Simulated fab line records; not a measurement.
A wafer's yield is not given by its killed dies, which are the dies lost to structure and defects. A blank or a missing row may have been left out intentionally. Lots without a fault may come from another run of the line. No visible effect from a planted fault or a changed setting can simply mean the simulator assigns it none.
Chamber matching :: flow n5Finfet :: cvdCo-02 running N5_BEOL_M1_PRE_CLEAN_60: 3 sister chambers
The step time 15 s. 3 wafers are shown with their chamber, then 11 later ones without.

WAFERS PAIRED WITH THEIR CHAMBERS
wafer: L091.3
chamber: 0
heaterPowerW (W): 76

wafer: L091.5
chamber: 2
heaterPowerW (W): 107

wafer: L093.1
chamber: 1
heaterPowerW (W): 84

WAFERS WITH NO CHAMBER GIVEN
wafer: L093.3
heaterPowerW (W): 77

wafer: L093.4
heaterPowerW (W): 76

wafer: L094.1
heaterPowerW (W): 76

wafer: L094.5
heaterPowerW (W): 85

wafer: L094.6
heaterPowerW (W): 77

wafer: L095.2
heaterPowerW (W): 109

wafer: L095.3
heaterPowerW (W): 86

wafer: L095.5
heaterPowerW (W): 85

wafer: L097.2
heaterPowerW (W): 87

wafer: L097.3
heaterPowerW (W): 77

wafer: L097.6
heaterPowerW (W): 77

CHAMBER TAKEN BY EACH
wafer: L093.3
from the rows above: 0
in truth: 0

wafer: L093.4
from the rows above: 0
in truth: 0

wafer: L094.1
from the rows above: 0
in truth: 0

wafer: L094.5
from the rows above: 1
in truth: 1

wafer: L094.6
from the rows above: 0
in truth: 0

wafer: L095.2
from the rows above: 2
in truth: 2

wafer: L095.3
from the rows above: 1
in truth: 1

wafer: L095.5
from the rows above: 1
in truth: 1

wafer: L097.2
from the rows above: 1
in truth: 1

wafer: L097.3
from the rows above: 0
in truth: 0

wafer: L097.6
from the rows above: 0
in truth: 0
Correct placement for 11 of the 11. Not placeable from these rows: 0. 0 placed wrongly.
How it was worked out, from the rows above alone: a wafer's distance from a chamber is the root of the sum, over the readings, of the square of ((its reading less the chamber's mean) divided by the reading's scatter). The wafer belongs to the nearest chamber; if the next one is less than 2 further off, it can't be placed. A chamber's mean is the mean of its shown wafers. The scatter: root of mean squared gap, hidden wafer to nearest shown wafer, with one shown wafer a chamber.
